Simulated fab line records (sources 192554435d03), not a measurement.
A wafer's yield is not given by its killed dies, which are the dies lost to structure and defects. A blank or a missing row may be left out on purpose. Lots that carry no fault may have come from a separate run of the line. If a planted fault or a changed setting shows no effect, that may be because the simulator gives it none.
Comparing a struck lot with a sound one | flow n5-finfet | 19 out of 1938 route steps
Sound: these wafers, L338.1, L338.2, L338.6. Struck: wafer L351.6. (L351.5 of the same lot was not struck and is left out.) The cause comes at the end.
Each step with rows lists, per side, the tool, then ch with its chambers, then its first start. Under that, the readings that differ: sound wafers | struck wafers | difference of the means | sigmas: that difference in standard deviations of wafers without a fault.
alike: readings with means less than 2 such deviations apart, plus words and numbers identical on both sides. not compared: withheld readings, readings lacking a value on some wafer, bounds such as >300 that could conceal the same value, and numbers that have no deviation in the record and whose values overlap.
A row with sigmas, a row that says differs or no value, or rows on one side alone: a step with any of these is where the two part. When numbers do not overlap yet have no deviation, they are printed without sigmas and do not part them. Lack of a reading on every wafer of one side parts them only where that side has two or more wafers.

first, 7 steps without rows for these wafers: N5_BEOL_M0_CUTY_COAT_50 (time 60 s, resist thk 15 nm); N5_BEOL_M0_CUTY_COAT_51 (resist thk 150 nm); N5_BEOL_M0_CUTY_EBR_52; N5_BEOL_M0_CUTY_SOFTBAKE_53 (time 60 s); N5_BEOL_M0_CUTY_EXPOSE_54 (exposes mask M0 ABLK); N5_BEOL_M0_CUTY_PEB_55 (peb time 60 s); N5_BEOL_M0_CUTY_DEVELOP_56 (develop time 30 s).
N5_BEOL_M0_CUTY_CD_MEAS_57 targets a cd of 200 nm.
  sound on cd-sem-02 ch 0, day 5 21:51; struck on cd-sem-01 ch 0, day 9 05:00
  alike: cd-nm
N5_BEOL_M0_CUTY_OVL_MEAS_58:
  sound on overlay-01 ch 0, day 5 21:53; struck on overlay-01 ch 0, day 9 05:01
  reading          | sound       | struck | difference | sigmas
  M0_ABLK_OVL (nm) | 0.8 0.5 0.8 | -1.8   | -2.5       | -4
N5_BEOL_M0_CUTY_INSPECT_59: inspects for defects (macro).
  sound on defect-inspect-02, day 5 21:54; struck on defect-inspect-01, day 9 05:03
  alike: raw-defect-count
N5_BEOL_M0_CUTY_DESCUM_61: chemistry O2, time 7.9 s.
  sound on rie-diel-06 ch 1,3, day 5 21:56; struck on rie-diel-06 ch 0, day 9 05:06
  alike: drypump-motor-current-A, oes-product-au, rf-vpp-V, showerhead-plenum-p-Torr, throttle-valve-pct
  not compared: rf-hours-counter-h
N5_BEOL_M0_CUTY_ETCH_62: etches SiARC in CF4, time 58.5 s.
  sound on rie-diel-06 ch 1,3, day 5 21:58; struck on rie-diel-06 ch 0, day 9 05:08
  alike: drypump-motor-current-A, etch-rf-on-time-s, oes-product-au, rf-vpp-V, showerhead-plenum-p-Torr, throttle-valve-pct
  not compared: rf-hours-counter-h
N5_BEOL_M0_CUTY_ETCH_63: etches SOC in N2/H2, target depth 82.7 nm, overetch 16.5 nm, time 124 s.
  sound on rie-diel-06 ch 1,3, day 5 22:01; struck on rie-diel-06 ch 0, day 9 05:13
  reading                                               | sound | struck | difference | sigmas
  model.SiO2_of_BEOL_M0_SAQP_SPACER2_ALD_26.thk-nm (nm) | 7 7 7 | 7.6    | +0.6       |
  alike: drypump-motor-current-A, oes-product-au, rf-vpp-V, showerhead-plenum-p-Torr, throttle-valve-pct
  not compared: rf-hours-counter-h
then, 1 step without rows for these wafers: N5_BEOL_M0_CUTY_STRIP_64 (strips in N2/H2).
N5_BEOL_M0_ETCH_138: etches SiCN in CH3F/O2, target depth 12 nm, time 31.6 s.
  sound on rie-diel-06 ch 1,3, day 5 22:08; struck on rie-diel-06 ch 0, day 9 05:19
  alike: drypump-motor-current-A, etch-rf-on-time-s, oes-product-au, rf-vpp-V, showerhead-plenum-p-Torr, throttle-valve-pct
  not compared: rf-hours-counter-h
N5_BEOL_M0_HM_OPEN_105: chemistry Cl2/BCl3, target TiN, target depth 12 nm.
  sound on rie-metal-02 ch 1, day 5 22:49; struck on rie-metal-03 ch 1, day 9 06:43
  reading                                               | sound             | struck | difference | sigmas
  drypump-motor-current-A (A)                           | 4.7 4.7 4.7       | 6.0    | +1.3       | +3
  throttle-valve-pct (%)                                | 22.42 22.44 22.44 | 21.83  | -0.60      | -3
  model.SiO2_of_BEOL_M0_SAQP_SPACER2_ALD_26.thk-nm (nm) | 2.6 2.6 2.4       | 3.2    | +0.7       |
  alike: oes-product-au
  not compared: rf-hours-counter-h
N5_BEOL_M0_STRIP_140: strips in CF4.
  sound on rie-diel-06 ch 0,2,3, day 5 23:08; struck on rie-diel-06 ch 2, day 9 06:49
  alike: drypump-motor-current-A, oes-product-au, rf-vpp-V, showerhead-plenum-p-Torr, throttle-valve-pct
  not compared: rf-hours-counter-h
-- the record jumps here: 2 days lie between the struck wafers' starts before and after (it left off in module BEOL_M0 and takes up again in module BEOL_M4, whose first step shown is number 1111 of the route) --
N5_BEOL_M4_RC_MEAS_101:
  sound on prober-02 ch 0, day 7 18:15; struck on prober-02 ch 0, day 11 07:53
  alike: DIBL_N, DIBL_P, IOFF_N, IOFF_P, ION_N, ION_P, SS_N, SS_P, VT_N, VT_P
-- a jump in the record: the struck wafers' starts before and after are 4 days apart (it breaks off in module BEOL_M4 and resumes in module PASSIVATION, where the first step shown is number 1936 of the route) --
N5_PASSIVATION_PROBE_49:
  sound on prober-02, day 12 00:28; struck on prober-02, day 15 10:28
  reading               | sound       | struck | difference | sigmas
  sort_bin_6_memory (%) | 3.9 3.5 4.2 | 2.3    | -1.6       | -3
  alike: defect-limited-yield, killed_at_M0_to_M3, killed_at_M4_up, killed-at-contacts, killed-at-front-end, killed-at-other, killed-dies, killed-open, killed-short, sort_bin_5_function, sort_bin_8_speed, sort-n-pass

WHERE THEY PART
First at N5_BEOL_M0_CUTY_OVL_MEAS_58; last, within this record, at N5_PASSIVATION_PROBE_49.

WHY: whatever the simulator had introduced
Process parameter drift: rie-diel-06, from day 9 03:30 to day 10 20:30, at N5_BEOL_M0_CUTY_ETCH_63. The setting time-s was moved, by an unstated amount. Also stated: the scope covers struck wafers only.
